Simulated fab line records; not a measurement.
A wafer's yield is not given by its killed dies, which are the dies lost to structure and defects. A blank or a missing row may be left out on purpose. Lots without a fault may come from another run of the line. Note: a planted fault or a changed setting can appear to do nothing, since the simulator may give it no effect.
Comparing a struck lot with a sound one :: flow n5_finfet :: 15 steps out of a route of 1938
Sound: these wafers, L739.2, L739.4, L739.5. Wafers L744.2, L744.4, L744.6 were the ones struck. At the end, the cause is stated.
At each step with rows: each side's tool, then ch and its chambers, then its first start. Under that, the readings that differ: sound wafers :: struck wafers :: difference of the means :: sigmas: that difference in standard deviations of wafers without a fault.
alike: readings with means less than 2 such deviations apart, plus words and numbers identical on both sides. not compared: withheld readings, readings lacking a value on some wafer, bounds such as >300 that could conceal the same value, and numbers that have no deviation in the record and whose values overlap.
Wherever a step has rows on one side only, a row that says differs or no value, or a row with sigmas, the two part there. Numbers that have no deviation but don't overlap get no sigmas and don't part them. Lack of a reading on every wafer of one side parts them only where that side has two or more wafers.

N5_BEOL_M5_OVL_MEAS_29:
  sound on overlay-02 ch 0, day 11 01:11; struck on overlay-02 ch 0, day 12 08:20
  alike: V4_OVL
N5_BEOL_M5_INSPECT_30: inspects for defects (brightfield).
  sound: defect_inspect-01 at day 11 01:14; struck: defect_inspect-02 at day 12 08:23
  alike: raw_defect_count
N5_BEOL_M5_DESCUM_33: chemistry O2, time 7 s.
  sound on rie_diel-05 ch 0,3, day 11 01:17; struck on rie_diel-05 ch 0,2,3, day 12 08:25
  alike: drypump_motor_current_A, oes_product_au, rf_vpp_V, showerhead_plenum_p_Torr, throttle_valve_pct
  not compared: rf_hours_counter_h
N5_BEOL_M5_ETCH_75: etches underlayer in N2/H2, target depth 6.5 nm, time 5.2 s.
  sound on rie_diel-05 ch 0,3, day 11 01:20; struck on rie_diel-05 ch 0,2,3, day 12 08:27
  alike: drypump_motor_current_A, etch_rf_on_time_s, oes_product_au, rf_fwd_power_W, rf_vpp_V, showerhead_plenum_p_Torr, throttle_valve_pct
  not compared: rf_hours_counter_h
N5_BEOL_M5_ETCH_67: etches SiARC in CF4, target depth 15.6 nm, time 26 s.
  sound on rie_diel-05 ch 0,3, day 11 01:20; struck on rie_diel-05 ch 0,2,3, day 12 08:28
  alike: cf4_flow_sccm, drypump_motor_current_A, etch_rf_on_time_s, oes_product_au, rf_fwd_power_W, rf_vpp_V, showerhead_plenum_p_Torr, throttle_valve_pct
  not compared: rf_hours_counter_h
then, 3 steps without rows for these wafers: N5_BEOL_M5_ETCH_68 (etches SOC in N2/H2, target depth 80 nm, overetch 16 nm, time 120 s); N5_BEOL_M5_STRIP_69 (strips in N2/H2); N5_BEOL_M5_STRIP_76 (strips in N2/H2).
N5_BEOL_M5_VIA_ETCH_34: etches SiCOH lowk in C4F6/O2, target depth 88.3 nm, time 39.2 s.
  sound on rie_diel-05 ch 0,3, day 11 01:28; struck on rie_diel-05 ch 0,2,3, day 12 08:36
  alike: drypump_motor_current_A, oes_product_au, rf_fwd_power_W, rf_vpp_V, showerhead_plenum_p_Torr, throttle_valve_pct
  not compared: rf_hours_counter_h
then, 2 steps without rows for these wafers: N5_BEOL_M5_STRIP_85 (strips in C4F6/O2); N5_BEOL_M5_STRIP_36 (strips in N2/H2).
N5_BEOL_M5_TRENCH_ETCH_37: etches SiCOH lowk in C4F6/O2, target depth 71.652 nm, time 24.7 s.
  sound: rie_diel-05 ch 0,3; struck: rie_diel-05 ch 0,2,3
  alike: drypump_motor_current_A, oes_product_au, rf_fwd_power_W, rf_vpp_V, showerhead_plenum_p_Torr, throttle_valve_pct
  not compared: rf_hours_counter_h
N5_BEOL_M5_ETCH_41: etches SiCN in CH3F/O2, target depth 31.5 nm, time 56.7 s.
  sound on rie_diel-05 ch 0,3, day 11 01:35; struck on rie_diel-05 ch 0,2,3, day 12 08:43
reading: rf_fwd_power_W (W)
sound: 392.1 393.5 390.8
struck: 487.9 486.2 486.5
difference: +94.7
sigmas: +79

reading: rf_vpp_V (V)
sound: 299.1 297.7 301.0
struck: 278.1 277.3 280.6
difference: -20.6
sigmas: -16

reading: model.etch.depth_nm (nm)
sound: 21.9 21.31 21.87
struck: 23.11 23.09 23.99
difference: +1.70
sigmas: 
  alike: drypump_motor_current_A, oes_product_au, showerhead_plenum_p_Torr, throttle_valve_pct
  not compared: rf_hours_counter_h
then, 2 steps without rows for these wafers: N5_BEOL_M5_STRIP_91 (strips in N2/H2, time 10 s); N5_PASSIVATION_PROBE_49.

WHERE THEY PART
Within this record, at N5_BEOL_M5_ETCH_41 only.

WHY: the cause the simulator had injected
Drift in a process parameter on rie_diel-05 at N5_BEOL_M5_ETCH_41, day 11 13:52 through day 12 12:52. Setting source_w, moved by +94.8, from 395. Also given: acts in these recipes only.
